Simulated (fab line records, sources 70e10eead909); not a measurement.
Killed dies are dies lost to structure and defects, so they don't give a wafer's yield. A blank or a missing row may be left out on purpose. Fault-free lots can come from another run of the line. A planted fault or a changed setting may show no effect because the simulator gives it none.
Chamber matching :: flow nand-harc :: 4 sister chambers for NHARC_P_M1_STRIP_18 on rie-diel-10
The step strips in N2/H2. 27 wafers are shown with their chamber, then 12 later ones without.

WAFERS, EACH WITH ITS CHAMBER
wafer: L074.1
chamber: 3
showerhead-plenum-p-Torr (Torr): 2.05
drypump-motor-current-A (A): 5.7
oes-product-au (a.u.): 1.005

wafer: L074.3
chamber: 2
showerhead-plenum-p-Torr (Torr): 1.99
drypump-motor-current-A (A): 4.7
oes-product-au (a.u.): 0.992

wafer: L074.6
chamber: 3
showerhead-plenum-p-Torr (Torr): 2.05
drypump-motor-current-A (A): 5.7
oes-product-au (a.u.): 1.001

wafer: L075.3
chamber: 0
showerhead-plenum-p-Torr (Torr): 2.15
drypump-motor-current-A (A): 5.8
oes-product-au (a.u.): 0.998

wafer: L075.4
chamber: 1
showerhead-plenum-p-Torr (Torr): 2.11
drypump-motor-current-A (A): 5.5
oes-product-au (a.u.): 1.007

wafer: L075.6
chamber: 2
showerhead-plenum-p-Torr (Torr): 1.99
drypump-motor-current-A (A): 4.7
oes-product-au (a.u.): 0.990

wafer: L075.1
chamber: 2
showerhead-plenum-p-Torr (Torr): 1.99
drypump-motor-current-A (A): 4.7
oes-product-au (a.u.): 0.995

wafer: L075.2
chamber: 3
showerhead-plenum-p-Torr (Torr): 2.05
drypump-motor-current-A (A): 5.7
oes-product-au (a.u.): 1.005

wafer: L075.5
chamber: 1
showerhead-plenum-p-Torr (Torr): 2.11
drypump-motor-current-A (A): 5.4
oes-product-au (a.u.): 0.994

wafer: L076.2
chamber: 3
showerhead-plenum-p-Torr (Torr): 2.05
drypump-motor-current-A (A): 5.7
oes-product-au (a.u.): 0.997

wafer: L076.3
chamber: 1
showerhead-plenum-p-Torr (Torr): 2.11
drypump-motor-current-A (A): 5.5
oes-product-au (a.u.): 0.995

wafer: L076.5
chamber: 0
showerhead-plenum-p-Torr (Torr): 2.15
drypump-motor-current-A (A): 5.8
oes-product-au (a.u.): 1.001

wafer: L079.3
chamber: 0
showerhead-plenum-p-Torr (Torr): 2.15
drypump-motor-current-A (A): 5.8
oes-product-au (a.u.): 1.006

wafer: L079.5
chamber: 3
showerhead-plenum-p-Torr (Torr): 2.05
drypump-motor-current-A (A): 5.7
oes-product-au (a.u.): 1.001

wafer: L079.6
chamber: 1
showerhead-plenum-p-Torr (Torr): 2.11
drypump-motor-current-A (A): 5.5
oes-product-au (a.u.): 1.000

wafer: L078.2
chamber: 1
showerhead-plenum-p-Torr (Torr): 2.11
drypump-motor-current-A (A): 5.4
oes-product-au (a.u.): 0.991

wafer: L078.4
chamber: 1
showerhead-plenum-p-Torr (Torr): 2.11
drypump-motor-current-A (A): 5.4
oes-product-au (a.u.): 0.999

wafer: L078.6
chamber: 0
showerhead-plenum-p-Torr (Torr): 2.15
drypump-motor-current-A (A): 5.8
oes-product-au (a.u.): 0.991

wafer: L080.1
chamber: 2
showerhead-plenum-p-Torr (Torr): 1.99
drypump-motor-current-A (A): 4.7
oes-product-au (a.u.): 0.999

wafer: L080.3
chamber: 1
showerhead-plenum-p-Torr (Torr): 2.11
drypump-motor-current-A (A): 5.4
oes-product-au (a.u.): 1.005

wafer: L080.6
chamber: 1
showerhead-plenum-p-Torr (Torr): 2.11
drypump-motor-current-A (A): 5.4
oes-product-au (a.u.): 1.011

wafer: L083.1
chamber: 3
showerhead-plenum-p-Torr (Torr): 2.05
drypump-motor-current-A (A): 5.7
oes-product-au (a.u.): 1.009

wafer: L083.3
chamber: 2
showerhead-plenum-p-Torr (Torr): 1.99
drypump-motor-current-A (A): 4.7
oes-product-au (a.u.): 0.977

wafer: L083.4
chamber: 0
showerhead-plenum-p-Torr (Torr): 2.15
drypump-motor-current-A (A): 5.8
oes-product-au (a.u.): 0.993

wafer: L088.4
chamber: 0
showerhead-plenum-p-Torr (Torr): 2.14
drypump-motor-current-A (A): 5.8
oes-product-au (a.u.): 1.011

wafer: L088.5
chamber: 1
showerhead-plenum-p-Torr (Torr): 2.10
drypump-motor-current-A (A): 5.5
oes-product-au (a.u.): 0.993

wafer: L088.6
chamber: 2
showerhead-plenum-p-Torr (Torr): 1.99
drypump-motor-current-A (A): 4.7
oes-product-au (a.u.): 0.983

SIGNATURES (means of the wafers above)
reading: showerhead-plenum-p-Torr
chamber 0: 2.1483
chamber 1: 2.1089
chamber 2: 1.9900
chamber 3: 2.0500
scatter within a chamber: 0.00274

reading: drypump-motor-current-A
chamber 0: 5.800
chamber 1: 5.444
chamber 2: 4.700
chamber 3: 5.700
scatter within a chamber: 0.0311

reading: oes-product-au
chamber 0: 1.00000
chamber 1: 0.99944
chamber 2: 0.98933
chamber 3: 1.00300
scatter within a chamber: 0.00688
Rule: a wafer lies at a distance from a chamber equal to the root of the sum of squares, over the readings, of (its reading less the chamber's mean, divided by the reading's scatter). If the next closest chamber is less than 2 further off than the closest, the wafer can't be placed; otherwise it belongs to the closest. The scatter: take each reading less its chamber's mean, square it, sum over the shown wafers, divide by the number of wafers less the number of chambers, and take the root.

WAFERS WITH NO CHAMBER GIVEN
wafer: L089.3
showerhead-plenum-p-Torr (Torr): 2.05
drypump-motor-current-A (A): 5.7
oes-product-au (a.u.): 0.990

wafer: L089.5
showerhead-plenum-p-Torr (Torr): 2.10
drypump-motor-current-A (A): 5.5
oes-product-au (a.u.): 0.982

wafer: L089.6
showerhead-plenum-p-Torr (Torr): 1.99
drypump-motor-current-A (A): 4.7
oes-product-au (a.u.): 0.992

wafer: L090.2
showerhead-plenum-p-Torr (Torr): 2.10
drypump-motor-current-A (A): 5.4
oes-product-au (a.u.): 0.978

wafer: L090.3
showerhead-plenum-p-Torr (Torr): 1.99
drypump-motor-current-A (A): 4.7
oes-product-au (a.u.): 0.988

wafer: L090.4
showerhead-plenum-p-Torr (Torr): 2.04
drypump-motor-current-A (A): 5.7
oes-product-au (a.u.): 0.996

wafer: L093.1
showerhead-plenum-p-Torr (Torr): 2.10
drypump-motor-current-A (A): 5.5
oes-product-au (a.u.): 0.989

wafer: L093.3
showerhead-plenum-p-Torr (Torr): 2.04
drypump-motor-current-A (A): 5.7
oes-product-au (a.u.): 1.001

wafer: L093.6
showerhead-plenum-p-Torr (Torr): 2.04
drypump-motor-current-A (A): 5.7
oes-product-au (a.u.): 0.995

wafer: L097.2
showerhead-plenum-p-Torr (Torr): 2.04
drypump-motor-current-A (A): 5.7
oes-product-au (a.u.): 0.993

wafer: L097.4
showerhead-plenum-p-Torr (Torr): 1.98
drypump-motor-current-A (A): 4.7
oes-product-au (a.u.): 0.993

wafer: L097.6
showerhead-plenum-p-Torr (Torr): 2.04
drypump-motor-current-A (A): 5.7
oes-product-au (a.u.): 1.000

THE CHAMBER EACH PASSED THROUGH
wafer: L089.3
from the rows above: 3
in truth: 3

wafer: L089.5
from the rows above: 1
in truth: 1

wafer: L089.6
from the rows above: 2
in truth: 2

wafer: L090.2
from the rows above: 1
in truth: 1

wafer: L090.3
from the rows above: 2
in truth: 2

wafer: L090.4
from the rows above: 3
in truth: 3

wafer: L093.1
from the rows above: 1
in truth: 1

wafer: L093.3
from the rows above: 3
in truth: 3

wafer: L093.6
from the rows above: 3
in truth: 3

wafer: L097.2
from the rows above: 3
in truth: 3

wafer: L097.4
from the rows above: 2
in truth: 2

wafer: L097.6
from the rows above: 3
in truth: 3
12 of 12 placed correctly. Can't be placed from these rows: 0. 0 placed wrongly.
